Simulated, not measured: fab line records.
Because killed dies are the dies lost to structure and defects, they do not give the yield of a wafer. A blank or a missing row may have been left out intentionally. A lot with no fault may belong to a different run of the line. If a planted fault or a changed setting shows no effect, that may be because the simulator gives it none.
Problem report, 8D (eight disciplines) form, completed by code | flow n5Finfet | the parts of the form that need people (team, actions taken, sign-off) are left out

1. WHAT IS WRONG
Wafers free of any fault read 0.22 nA/um (standard deviation 0.041) for IOFF_P at N5_BEOL_M4_RC_MEAS_101, against a mean of 2.98 nA/um on 6 wafers of 2 lots. Relative to the usual mean, that is a shift of +67 standard deviations.
The first sign was on wafer L256.1 at day 11 03:49, on prober-02. The record holds 24 wafers of 8 lots with a number at this step. The rule behind "out" and "out of limits": a value lying over 4 standard deviations away from the usual mean. Any other wafer with a number is counted as sound.

2. WHAT IT IS, AND WHAT IT ISN'T
question                    | is                                                                          | is not
which readings at this step | IOFF_P, DIBL_P, IOFF_P_85C, IOFF_P_LIN, ION_P, REXT_P, SS_P, VT_P, VT_P_LVT | -
which lots                  | L256, L261                                                                  | L252, L254, L258, L265, L266, L267
which wafers of those lots  | all that have a number                                                      | -
read on which gauges        | prober-01, prober-02                                                        | -
when                        | from day 11 03:49                                                           | up to then (6 sound wafers); but 12 sound wafers of L258, L265, L266, L267 came after

3. THE SUSPECTS, EACH WITH WHAT RULES IT OUT
Counting: any tool at a process step up to the reading is kept as a suspect provided that every lot that is out went through it and no sound lot did after the first of them.
- the gauge at N5_BEOL_M4_RC_MEAS_101 is ruled out. 2 gauges (prober-01, prober-02) read the wafers that are out.
- rtpAnneal-02 at N5_SD_ACTIVATION_RTA_00 (time 0 s): kept. It processed each lot that is out, first L256 at day 6 17:23, and no sound lot thereafter; up to then, the last sound lot it processed was L254 at day 6 03:20. Its own lampPowerPct, lamp_zone_1_pct, lamp_zone_2_pct, lamp_zone_3_pct, lamp_zone_4_pct, lamp_zone_5_pct, lamp_zone_6_pct, lamp_zone_7_pct readings are out on those wafers.
After counting, what remains is rtpAnneal-02 at N5_SD_ACTIVATION_RTA_00.

4. THE CAUSE (what the simulator had put in)
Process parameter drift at N5_SD_ACTIVATION_RTA_00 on rtpAnneal-02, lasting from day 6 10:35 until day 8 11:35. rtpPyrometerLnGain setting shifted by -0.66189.
Counting left only this tool.

5. SEQUENCE OF EFFECTS, ordered by route
Rows list readings where the struck wafers' mean (over those with a number) sits beyond 3 standard deviations from the usual. Only readings whose record carries a usual standard deviation are examined. hours: median over the lots of the time between each lot's start at the first step of this table that gives one and its start at this step. sigmas: the change, counted in usual standard deviations.
hours | step                    | reading         | usual          | on struck wafers | change    | sigmas
0     | N5_SD_ACTIVATION_RTA_00 | lampPowerPct    | 8.96 %         | 10.38            | +1.42     | +27
0     | N5_SD_ACTIVATION_RTA_00 | lamp_zone_1_pct | 8.952 %        | 10.358           | +1.406    | +52
0     | N5_SD_ACTIVATION_RTA_00 | lamp_zone_2_pct | 8.952 %        | 10.364           | +1.412    | +49
0     | N5_SD_ACTIVATION_RTA_00 | lamp_zone_3_pct | 8.953 %        | 10.349           | +1.396    | +52
0     | N5_SD_ACTIVATION_RTA_00 | lamp_zone_4_pct | 8.949 %        | 10.354           | +1.405    | +48
0     | N5_SD_ACTIVATION_RTA_00 | lamp_zone_5_pct | 8.953 %        | 10.325           | +1.372    | +51
0     | N5_SD_ACTIVATION_RTA_00 | lamp_zone_6_pct | 8.879 %        | 10.260           | +1.381    | +51
0     | N5_SD_ACTIVATION_RTA_00 | lamp_zone_7_pct | 9.352 %        | 10.800           | +1.447    | +56
107   | N5_BEOL_M4_RC_MEAS_101  | DIBL_P          | 36.2 mV/V      | 59.9             | +23.6     | +12
107   | N5_BEOL_M4_RC_MEAS_101  | IOFF_P          | 0.22 nA/um     | 2.98             | +2.75     | +67
107   | N5_BEOL_M4_RC_MEAS_101  | IOFF_P_85C      | 3.7 nA/um      | 33.0             | +29.3     | +50
107   | N5_BEOL_M4_RC_MEAS_101  | IOFF_P_LIN      | 0.102 nA/um    | 0.820            | +0.718    | +45
107   | N5_BEOL_M4_RC_MEAS_101  | IOFF_P_LONG     | 0.000107 nA/um | 0.000150         | +0.000043 | +4.3
107   | N5_BEOL_M4_RC_MEAS_101  | ION_P           | 465 uA/um      | 561              | +96       | +11
107   | N5_BEOL_M4_RC_MEAS_101  | REXT_P          | 100.7 ohm.um   | 80.1             | -20.6     | -11
107   | N5_BEOL_M4_RC_MEAS_101  | SS_P            | 73.2 mV/dec    | 79.4             | +6.2      | +8.9
107   | N5_BEOL_M4_RC_MEAS_101  | VT_P            | -250 mV        | -206             | +44       | +11
107   | N5_BEOL_M4_RC_MEAS_101  | VT_P_LVT        | -98 mV         | -53              | +45       | +13
220   | N5_PASSIVATION_PROBE_49 | sortNPass       | 1077           | 0                | -1077     | -72
220   | N5_PASSIVATION_PROBE_49 | sortYieldPct    | 91.3 %         | 0.0              | -91.3     | -70
Here are the process steps it includes:
- N5_SD_ACTIVATION_RTA_00: time 0 s.
- N5_PASSIVATION_PROBE_49

6. HOW IT WOULD HAVE BEEN CAUGHT EARLIER
In this record the first reading out of limits at a measuring or inspecting step was taken at day 11 03:49, 113 hours after the fault began at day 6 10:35.
At N5_SD_ACTIVATION_RTA_00, the tool's own readings (lampPowerPct, lamp_zone_1_pct, lamp_zone_2_pct, lamp_zone_3_pct, lamp_zone_4_pct, lamp_zone_5_pct, lamp_zone_6_pct, lamp_zone_7_pct) were out on each struck wafer the step has a row for, so an alarm limit on them would have fired on the first such wafer.
By day 11 03:49 the whole set of lots that are out, 2 in number, had already begun N5_SD_ACTIVATION_RTA_00 on rtpAnneal-02. Holding the tool at that point would not have protected any of them.
